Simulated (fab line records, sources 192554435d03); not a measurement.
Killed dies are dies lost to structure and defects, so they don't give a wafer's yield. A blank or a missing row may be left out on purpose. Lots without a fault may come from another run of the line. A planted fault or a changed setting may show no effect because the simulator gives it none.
Which tool did it? | flow n5_finfet | 24 lots, 72 wafers sampled, at 6 steps of a route of 1938

WHAT THE GAUGES READ, wafer by wafer
N5_FIN_SAQP_OVL_MEAS_17.
lot  | measured    | on         | FIN_CORE_OVL (nm)
L074 | day 1 21:39 | overlay-02 | 0.1 -0.1 0.9
L075 | day 2 03:17 | overlay-02 | -0.4 -0.8 -0.5
L076 | day 2 09:46 | overlay-01 | -2.0 -2.2 0.4
L077 | day 2 15:22 | overlay-01 | -1.1 -1.8 -1.3
L078 | day 2 21:33 | overlay-02 | 0.5 -0.4 0.7
L079 | day 3 03:34 | overlay-01 | 0.6 0.6 0.4
L080 | day 3 09:44 | overlay-02 | 0.5 0.9 0.8
L081 | day 3 16:27 | overlay-02 | 0.8 1.1 -0.9
L082 | day 3 22:14 | overlay-02 | 0.5 0.0 0.8
L083 | day 4 04:25 | overlay-02 | -0.3 0.4 -1.1
L084 | day 4 10:04 | overlay-01 | 0.0 0.7 0.2
L085 | day 4 16:46 | overlay-01 | 0.4 0.0 0.7
L086 | day 4 23:48 | overlay-01 | -0.5 -0.6 0.5
L087 | day 5 05:44 | overlay-02 | -1.0 -1.2 0.6
L088 | day 5 09:37 | overlay-02 | 0.1 -0.3 0.5
L089 | day 5 16:03 | overlay-02 | 1.4 0.0 -0.2
L090 | day 5 22:12 | overlay-02 | -0.2 -0.3 -1.1
L091 | day 6 04:37 | overlay-01 | -0.8 0.2 0.0
L092 | day 6 09:52 | overlay-02 | 0.6 1.0 0.1
L093 | day 6 15:44 | overlay-02 | -0.7 0.4 1.4
L094 | day 6 21:50 | overlay-02 | 0.8 -0.4 1.6
L095 | day 7 03:32 | overlay-01 | 0.0 0.0 -0.5
L096 | day 7 09:59 | overlay-02 | -1.4 -0.8 0.7
L097 | day 7 15:39 | overlay-02 | 1.2 1.1 0.9

N5_FIN_SAQP_OCD_MEAS_76.
lot  | measured    | on     | trench_depth_nm (nm)
L074 | day 2 02:14 | ocd-02 | 119.1 118.5 120.0
L075 | day 2 07:51 | ocd-01 | 119.9 118.7 120.5
L076 | day 2 14:37 | ocd-02 | 119.6 119.9 118.4
L077 | day 2 19:37 | ocd-01 | 118.5 119.4 120.4
L078 | day 3 02:01 | ocd-02 | 118.9 120.5 120.7
L079 | day 3 07:54 | ocd-01 | 122.6 118.8 121.9
L080 | day 3 14:33 | ocd-01 | 121.1 119.8 121.4
L081 | day 3 20:38 | ocd-01 | 120.7 118.7 119.9
L082 | day 4 03:38 | ocd-01 | 119.0 121.5 120.7
L083 | day 4 08:52 | ocd-01 | 122.6 120.7 120.3
L084 | day 4 15:20 | ocd-02 | 118.8 118.6 118.6
L085 | day 4 21:17 | ocd-01 | 120.4 120.5 120.7
L086 | day 5 04:32 | ocd-01 | 117.4 118.9 118.0
L087 | day 5 10:21 | ocd-01 | 121.6 121.0 120.7
L088 | day 5 14:26 | ocd-01 | 119.7 119.4 121.2
L089 | day 5 21:06 | ocd-01 | 116.4 117.0 118.1
L090 | day 6 02:40 | ocd-01 | 116.7 120.7 120.5
L091 | day 6 09:02 | ocd-01 | 119.3 120.6 120.1
L092 | day 6 14:22 | ocd-01 | 120.1 120.5 121.9
L093 | day 6 20:52 | ocd-02 | 121.0 120.2 119.4
L094 | day 7 02:40 | ocd-01 | 121.0 118.6 121.7
L095 | day 7 08:21 | ocd-02 | 119.7 120.5 119.6
L096 | day 7 14:16 | ocd-01 | 120.9 119.7 119.6
L097 | day 7 20:40 | ocd-02 | 119.3 120.3 121.4

WHICH TOOL RAN EACH LOT (tool, then ch and the chambers of the sampled wafers, then the start)
lot  | N5_FIN_SAQP_DESCUM_21             | N5_FIN_SAQP_RECESS_75             | N5_FIN_SAQP_SPACER1_ALD_24       | N5_FIN_SAQP_RECESS_63
L074 | rie_diel-01 ch 0,1,3, day 1 21:43 | vapor_etch-02 ch 1, day 1 22:29   | ald_sin-01 ch 0,1,2, day 1 22:56 | vapor_etch-02 ch 0,1, day 2 00:08
L075 | rie_diel-01 ch 0,1,3, day 2 03:45 | vapor_etch-02 ch 0,1, day 2 04:27 | ald_sin-01 ch 0,2,3, day 2 04:50 | vapor_etch-01 ch 0,1, day 2 06:01
L076 | rie_diel-03 ch 0,2,3, day 2 09:52 | vapor_etch-02 ch 1, day 2 10:39   | ald_sin-04 ch 2,3, day 2 11:10   | vapor_etch-01 ch 0,1, day 2 12:23
L077 | rie_diel-03 ch 0,2, day 2 15:26   | vapor_etch-02 ch 0,1, day 2 16:08 | ald_sin-03 ch 1,2, day 2 16:31   | vapor_etch-02 ch 0,1, day 2 17:46
L078 | rie_diel-01 ch 1,2,3, day 2 21:37 | vapor_etch-01 ch 0,1, day 2 22:20 | ald_sin-03 ch 0,1,3, day 2 22:58 | vapor_etch-02 ch 0,1, day 3 00:11
L079 | rie_diel-05 ch 1,2,3, day 3 03:40 | vapor_etch-01 ch 0,1, day 3 04:23 | ald_sin-04 ch 0,1, day 3 04:47   | vapor_etch-01 ch 0,1, day 3 05:58
L080 | rie_diel-03 ch 2,3, day 3 09:56   | vapor_etch-01 ch 0,1, day 3 10:40 | ald_sin-01 ch 0,1,3, day 3 11:03 | vapor_etch-02 ch 0,1, day 3 12:23
L081 | rie_diel-03 ch 0,2,3, day 3 16:31 | vapor_etch-01 ch 0,1, day 3 17:20 | ald_sin-04 ch 0,1, day 3 17:35   | vapor_etch-02 ch 0,1, day 3 18:54
L082 | rie_diel-05 ch 0,1, day 3 22:34   | vapor_etch-02 ch 0,1, day 3 23:30 | ald_sin-01 ch 0,1,3, day 3 23:58 | vapor_etch-02 ch 0, day 4 01:30
L083 | rie_diel-03 ch 0,2,3, day 4 04:28 | vapor_etch-01 ch 0,1, day 4 05:13 | ald_sin-03 ch 0,1,2, day 4 05:43 | vapor_etch-01 ch 0,1, day 4 06:55
L084 | rie_diel-01 ch 2,3, day 4 10:08   | vapor_etch-02 ch 0,1, day 4 10:53 | ald_sin-04 ch 1,3, day 4 11:16   | vapor_etch-02 ch 0,1, day 4 12:29
L085 | rie_diel-03 ch 2,3, day 4 16:50   | vapor_etch-01 ch 0,1, day 4 17:35 | ald_sin-04 ch 2,3, day 4 17:58   | vapor_etch-01 ch 0,1, day 4 19:23
L086 | rie_diel-01 ch 0,1,2, day 4 23:51 | vapor_etch-01 ch 0, day 5 00:34   | ald_sin-04 ch 1,2, day 5 01:09   | vapor_etch-01 ch 0,1, day 5 02:21
L087 | rie_diel-05 ch 0,1,2, day 5 05:48 | vapor_etch-02 ch 0,1, day 5 06:37 | ald_sin-04 ch 0,2, day 5 07:00   | vapor_etch-02 ch 0,1, day 5 08:17
L088 | rie_diel-05 ch 0,2,3, day 5 09:41 | vapor_etch-02 ch 0,1, day 5 10:30 | ald_sin-03 ch 0,1,2, day 5 11:20 | vapor_etch-01 ch 0,1, day 5 12:38
L089 | rie_diel-03 ch 1,2,3, day 5 16:07 | vapor_etch-02 ch 0,1, day 5 16:49 | ald_sin-04 ch 2,3, day 5 17:47   | vapor_etch-02 ch 0,1, day 5 18:58
L090 | rie_diel-03 ch 2,3, day 5 22:15   | vapor_etch-02 ch 0,1, day 5 22:58 | ald_sin-03 ch 1,3, day 5 23:21   | vapor_etch-02 ch 0, day 6 00:48
L091 | rie_diel-01 ch 0,1,3, day 6 04:40 | vapor_etch-02 ch 0,1, day 6 05:38 | ald_sin-04 ch 1,3, day 6 06:01   | vapor_etch-02 ch 0,1, day 6 07:13
L092 | rie_diel-01 ch 0,2, day 6 09:55   | vapor_etch-01 ch 0,1, day 6 11:02 | ald_sin-03 ch 1,2,3, day 6 11:18 | vapor_etch-01 ch 0,1, day 6 12:37
L093 | rie_diel-05 ch 0,2,3, day 6 15:56 | vapor_etch-01 ch 0,1, day 6 16:56 | ald_sin-04 ch 0,3, day 6 17:48   | vapor_etch-01 ch 0,1, day 6 18:59
L094 | rie_diel-05 ch 0,2, day 6 21:53   | vapor_etch-02 ch 0,1, day 6 22:35 | ald_sin-01 ch 0,3, day 6 22:58   | vapor_etch-01 ch 0,1, day 7 00:10
L095 | rie_diel-03 ch 2,3, day 7 03:35   | vapor_etch-01 ch 0,1, day 7 04:36 | ald_sin-04 ch 0,1,3, day 7 04:59 | vapor_etch-02 ch 0,1, day 7 06:15
L096 | rie_diel-01 ch 1,2, day 7 10:03   | vapor_etch-02 ch 0,1, day 7 10:52 | ald_sin-04 ch 0,1,2, day 7 11:13 | vapor_etch-02 ch 0,1, day 7 12:32
L097 | rie_diel-01 ch 0,1,2, day 7 16:17 | vapor_etch-01 ch 0,1, day 7 16:59 | ald_sin-04 ch 0,1,2, day 7 17:22 | vapor_etch-02 ch 0,1, day 7 18:41
- N5_FIN_SAQP_DESCUM_21: chemistry O2, time 7.9 s.
- N5_FIN_SAQP_RECESS_75: chemistry HF/NH3, target SiO2, target depth 14.4 nm, afs cycles 3, sublimation time 60 s.
- N5_FIN_SAQP_SPACER1_ALD_24: deposits SiO2, target thk 20.3 nm, pulse time 1 s, purge time 2 s.
- N5_FIN_SAQP_RECESS_63: chemistry HF/NH3, target SiO2, target depth 18 nm, afs cycles 3, sublimation time 60 s.

WHAT THE TOOLS THEMSELVES READ (means of the sampled wafers that have a number; where no wafer has one, the mark that the record gives instead)
N5_FIN_SAQP_DESCUM_21.
lot  | tool        | drypump_motor_current_A (A) | oes_product_au (a.u.) | rf_vpp_V (V) | showerhead_plenum_p_Torr (Torr) | temp_c (C) | throttle_valve_pct (%)
L074 | rie_diel-01 | 5.7                         | 0.85                  | 242.4        | 2.04                            | 39.98      | 20.36
L075 | rie_diel-01 | 5.7                         | 0.85                  | 242.2        | 2.03                            | 39.99      | 20.37
L076 | rie_diel-03 | 5.5                         | 0.71                  | 242.6        | 2.05                            | 39.94      | 20.59
L077 | rie_diel-03 | 5.4                         | 0.69                  | 241.9        | 2.04                            | 40.02      | 20.57
L078 | rie_diel-01 | 5.8                         | 0.82                  | 241.3        | 2.06                            | 40.06      | 20.46
L079 | rie_diel-05 | 5.4                         | 0.69                  | 242.4        | 2.06                            | 39.95      | 20.40
L080 | rie_diel-03 | 5.6                         | 0.72                  | 242.8        | 2.11                            | 40.02      | 20.72
L081 | rie_diel-03 | 5.5                         | 0.70                  | 242.0        | 2.05                            | 39.86      | 20.59
L082 | rie_diel-05 | 5.7                         | 0.75                  | 243.9        | 2.08                            | 39.97      | 20.43
L083 | rie_diel-03 | 5.5                         | 0.70                  | 241.6        | 2.05                            | 40.02      | 20.62
L084 | rie_diel-01 | 5.8                         | 0.79                  | 242.5        | 2.07                            | 40.08      | 20.54
L085 | rie_diel-03 | 5.6                         | 0.72                  | 243.5        | 2.11                            | 39.95      | 20.74
L086 | rie_diel-01 | 5.9                         | 0.78                  | 242.9        | 2.04                            | 39.97      | 20.45
L087 | rie_diel-05 | 5.4                         | 0.82                  | 243.8        | 2.10                            | 40.03      | 20.28
L088 | rie_diel-05 | 5.4                         | 0.90                  | 244.4        | 2.16                            | 39.93      | 20.19
L089 | rie_diel-03 | 5.7                         | 0.79                  | 243.3        | 2.13                            | 40.03      | 20.63
L090 | rie_diel-03 | 5.6                         | 0.70                  | 242.1        | 2.05                            | 40.16      | 20.66
L091 | rie_diel-01 | 5.7                         | 0.81                  | 242.2        | 2.02                            | 39.94      | 20.42
L092 | rie_diel-01 | 5.8                         | 0.77                  | 242.3        | 2.04                            | 40.01      | 20.47
L093 | rie_diel-05 | 5.4                         | 0.86                  | 243.9        | 2.15                            | 39.98      | 20.20
L094 | rie_diel-05 | 5.3                         | 0.81                  | 243.3        | 2.10                            | 39.97      | 20.31
L095 | rie_diel-03 | 5.6                         | 0.69                  | 242.6        | 2.10                            | 40.10      | 20.78
L096 | rie_diel-01 | 6.0                         | 0.76                  | 242.2        | 2.03                            | 40.06      | 20.49
L097 | rie_diel-01 | 5.9                         | 0.76                  | 242.9        | 2.03                            | 39.93      | 20.49

N5_FIN_SAQP_RECESS_75.
lot  | tool          | drypump_motor_current_A (A) | temp_c (C)
L074 | vapor_etch-02 | 5.83                        | 29.88
L075 | vapor_etch-02 | 5.92                        | 30.09
L076 | vapor_etch-02 | 5.84                        | 29.85
L077 | vapor_etch-02 | 5.91                        | 30.03
L078 | vapor_etch-01 | 5.49                        | 30.09
L079 | vapor_etch-01 | 5.46                        | 29.98
L080 | vapor_etch-01 | 5.45                        | 29.98
L081 | vapor_etch-01 | 5.48                        | 30.06
L082 | vapor_etch-02 | 5.86                        | 29.96
L083 | vapor_etch-01 | 5.49                        | 30.01
L084 | vapor_etch-02 | 5.90                        | 29.95
L085 | vapor_etch-01 | 5.44                        | 30.10
L086 | vapor_etch-01 | 5.43                        | 29.98
L087 | vapor_etch-02 | 5.89                        | 29.91
L088 | vapor_etch-02 | 5.90                        | 30.10
L089 | vapor_etch-02 | 5.90                        | 29.99
L090 | vapor_etch-02 | 5.92                        | 30.01
L091 | vapor_etch-02 | 5.88                        | 30.00
L092 | vapor_etch-01 | 5.46                        | 29.95
L093 | vapor_etch-01 | 5.47                        | 30.13
L094 | vapor_etch-02 | 5.87                        | 30.06
L095 | vapor_etch-01 | 5.50                        | 30.07
L096 | vapor_etch-02 | 5.93                        | 30.06
L097 | vapor_etch-01 | 5.46                        | 30.11

N5_FIN_SAQP_SPACER1_ALD_24.
lot  | tool       | heater_power_w (W) | precursor_pulse_height_rel | susceptor_temp_C (C)
L074 | ald_sin-01 | 426                | 1.019                      | 300.10
L075 | ald_sin-01 | 490                | 0.994                      | 300.03
L076 | ald_sin-04 | 463                | 1.001                      | 300.21
L077 | ald_sin-03 | 484                | 1.012                      | 300.10
L078 | ald_sin-03 | 444                | 0.990                      | 300.05
L079 | ald_sin-04 | 483                | 1.000                      | 300.05
L080 | ald_sin-01 | 461                | 1.000                      | 299.90
L081 | ald_sin-04 | 516                | 0.993                      | 300.06
L082 | ald_sin-01 | 467                | 0.992                      | 300.12
L083 | ald_sin-03 | 463                | 0.986                      | 300.13
L084 | ald_sin-04 | 509                | 1.004                      | 300.11
L085 | ald_sin-04 | 513                | 1.015                      | 300.03
L086 | ald_sin-04 | 563                | 1.012                      | 300.00
L087 | ald_sin-04 | 480                | 1.003                      | 299.84
L088 | ald_sin-03 | 466                | 1.012                      | 300.11
L089 | ald_sin-04 | 461                | 1.014                      | 300.36
L090 | ald_sin-03 | 436                | 1.009                      | 299.82
L091 | ald_sin-04 | 516                | 1.001                      | 300.34
L092 | ald_sin-03 | 460                | 1.003                      | 300.09
L093 | ald_sin-04 | 429                | 1.011                      | 299.91
L094 | ald_sin-01 | 465                | 0.999                      | 299.93
L095 | ald_sin-04 | 472                | 0.986                      | 299.93
L096 | ald_sin-04 | 520                | 1.002                      | 300.03
L097 | ald_sin-04 | 519                | 1.007                      | 300.17

N5_FIN_SAQP_RECESS_63.
lot  | tool          | drypump_motor_current_A (A) | temp_c (C)
L074 | vapor_etch-02 | 5.87                        | 29.88
L075 | vapor_etch-01 | 5.50                        | 30.05
L076 | vapor_etch-01 | 5.46                        | 29.94
L077 | vapor_etch-02 | 5.89                        | 30.05
L078 | vapor_etch-02 | 5.87                        | 29.90
L079 | vapor_etch-01 | 5.46                        | 29.94
L080 | vapor_etch-02 | 5.89                        | 29.94
L081 | vapor_etch-02 | 5.87                        | 30.10
L082 | vapor_etch-02 | 5.98                        | 30.00
L083 | vapor_etch-01 | 5.47                        | 30.08
L084 | vapor_etch-02 | 5.93                        | 30.09
L085 | vapor_etch-01 | 5.45                        | 30.09
L086 | vapor_etch-01 | 5.47                        | 29.96
L087 | vapor_etch-02 | 5.86                        | 30.08
L088 | vapor_etch-01 | 5.47                        | 29.95
L089 | vapor_etch-02 | 5.88                        | 29.93
L090 | vapor_etch-02 | 5.96                        | 29.98
L091 | vapor_etch-02 | 5.93                        | 29.96
L092 | vapor_etch-01 | 5.46                        | 29.91
L093 | vapor_etch-01 | 5.46                        | 29.99
L094 | vapor_etch-01 | 5.45                        | 30.05
L095 | vapor_etch-02 | 5.94                        | 30.02
L096 | vapor_etch-02 | 5.88                        | 30.08
L097 | vapor_etch-02 | 5.89                        | 30.07

THE ANSWER, worked out from the rows above alone
Rule: what is usual is taken from the lots themselves. Put in order of their means at a reading, lots are off if they are a third of the lots or fewer, leave a main group of 4 or more, and stand apart from it by a gap of 3 or more times the standard deviation of the main group's means; of several such gaps the widest counts. A main group whose means are all the same, to the digits that the tables above print for the reading, isn't used. A lot without any number at a reading at which 4 lots or more have one is off too. The other lots that the step has rows for count as sound. The gauges are gone through in route order, then the tools' own readings, and for those a lot's mean is taken as printed above. The first step at which some lot is off is used, and at that step the reading that is off furthest; a lot without a number counts as furthest.
No lot is off at any reading shown: from this, nothing can be told.

WHAT THE SIMULATOR HAD PUT IN
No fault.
